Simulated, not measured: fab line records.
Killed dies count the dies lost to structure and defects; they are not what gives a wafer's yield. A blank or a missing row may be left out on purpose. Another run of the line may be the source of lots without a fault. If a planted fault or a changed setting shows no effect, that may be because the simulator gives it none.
Code-filled problem report in 8D (eight disciplines) form || flow n5-finfet || the parts of the form that need people (team, actions taken, sign-off) are left out

== 1. PROBLEM STATEMENT ==
Mean IOFF_N_LONG at N5_BEOL_M4_RC_MEAS_101: 7.79e-05 nA/um over 6 wafers in 2 lots; fault-free wafers: 5.48e-05 nA/um, standard deviation 2.4e-06. Measured from the usual mean, that is +9.6 standard deviations.
Seen first at day 10 20:51 on prober-01, wafer L970.1. Wafers with a number at this step in the record: 12, from 4 lots. The rule behind "out" and "out of limits": a value lying over 4 standard deviations away from the usual mean. Any other wafer with a number is counted as sound.

== 2. WHAT IT IS, WHAT IT ISN'T ==
{"question": "which readings at this step", "is": "IOFF_N_LONG, VT_N_LONG", "is not": "DIBL_N, DIBL_P, IOFF_P, ION_P, SS_P, VT_P"}
{"question": "which lots", "is": "L970, L975", "is not": "L965, L985"}
{"question": "which wafers of those lots", "is": "all that have a number", "is not": "-"}
{"question": "read on which gauges", "is": "prober-01", "is not": "prober-02"}
{"question": "when", "is": "from day 10 20:51", "is not": "up to then (3 sound wafers); but 3 sound wafers of L985 came after"}

== 3. WHAT RULES OUT EACH SUSPECT ==
Counting: a tool stays on the suspect list if, at a process step up to the reading, it processed all lots that are out and no sound lot following the first of them.
- the gauge at N5_BEOL_M4_RC_MEAS_101 is ruled out. All the wafers that are out were read on prober-01, but those of them that N5_HKMG_FIN_ALD_91 has rows for are out there too, on other tools.
- ald-metal-03 at N5_HKMG_FIN_ALD_91 (deposits TiN, target thk 1 nm, pulse time 1 s, purge time 3 s): kept. It ran every lot that is out, first L970 (day 5 23:32), and no sound lot after that; its last sound lot up to then is L965 (day 4 19:11). Out on those wafers are its own readings of susceptor-temp-C.
Remaining after the count: ald-metal-03 at N5_HKMG_FIN_ALD_91.

== 4. THE CAUSE (what the simulator had put in) ==
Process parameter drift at N5_HKMG_FIN_ALD_91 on ald-metal-03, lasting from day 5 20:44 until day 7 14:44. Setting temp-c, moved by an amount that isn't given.
After counting, this tool was the only one left.

== 5. SEQUENCE OF EFFECTS, ordered by route ==
Rows list readings where the struck wafers' mean (over those with a number) sits beyond 3 standard deviations from the usual. Only readings whose record carries a usual standard deviation are examined. hours: median over the lots of the time between each lot's start at the first step of this table that gives one and its start at this step. sigmas: the change, counted in usual standard deviations.
{"hours": 0, "step": "N5_HKMG_FIN_ALD_91", "reading": "susceptor-temp-C", "usual": "399.97 C", "on struck wafers": 372.23, "change": -27.74, "sigmas": "-99 or more"}
{"hours": 110, "step": "N5_BEOL_M4_RC_MEAS_101", "reading": "IOFF_N", "usual": "0.16 nA/um", "on struck wafers": 0.28, "change": "+0.12", "sigmas": "+3.5"}
{"hours": 110, "step": "N5_BEOL_M4_RC_MEAS_101", "reading": "IOFF_N_85C", "usual": "3.2 nA/um", "on struck wafers": 5.0, "change": "+1.8", "sigmas": "+3.2"}
{"hours": 110, "step": "N5_BEOL_M4_RC_MEAS_101", "reading": "IOFF_N_LIN", "usual": "0.074 nA/um", "on struck wafers": 0.126, "change": "+0.052", "sigmas": "+4.0"}
{"hours": 110, "step": "N5_BEOL_M4_RC_MEAS_101", "reading": "IOFF_N_LONG", "usual": "5.48e-05 nA/um", "on struck wafers": 7.79e-05, "change": "+2.31e-05", "sigmas": "+9.6"}
{"hours": 110, "step": "N5_BEOL_M4_RC_MEAS_101", "reading": "VT_N", "usual": "250 mV", "on struck wafers": 236, "change": -14, "sigmas": -4.0}
{"hours": 110, "step": "N5_BEOL_M4_RC_MEAS_101", "reading": "VT_N_LONG", "usual": "275.1 mV", "on struck wafers": 263.0, "change": -12.1, "sigmas": -5.8}
{"hours": 110, "step": "N5_BEOL_M4_RC_MEAS_101", "reading": "VT_N_LVT", "usual": "99 mV", "on struck wafers": 84, "change": -15, "sigmas": -4.1}
{"hours": 229, "step": "N5_PASSIVATION_PROBE_49", "reading": "sort_bin_4_leakage", "usual": "0.00 %", "on struck wafers": 0.82, "change": "+0.82", "sigmas": "+83"}
It contains these process steps:
- N5_HKMG_FIN_ALD_91: deposits TiN, target thk 1 nm, pulse time 1 s, purge time 3 s.
- N5_PASSIVATION_PROBE_49

== 6. WHAT WOULD HAVE CAUGHT IT SOONER ==
120 hours passed between the start of the fault at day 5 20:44 and the first reading out of limits at a measuring or inspecting step in this record, taken at day 10 20:51.
The tool's own readings at N5_HKMG_FIN_ALD_91 were out on every struck wafer that the step has a row for (susceptor-temp-C): an alarm limit on them would have fired on the first of those.
Lots out: 2; all had begun N5_HKMG_FIN_ALD_91 on ald-metal-03 by day 10 20:51. Tool hold at that time: it would have spared none of them.
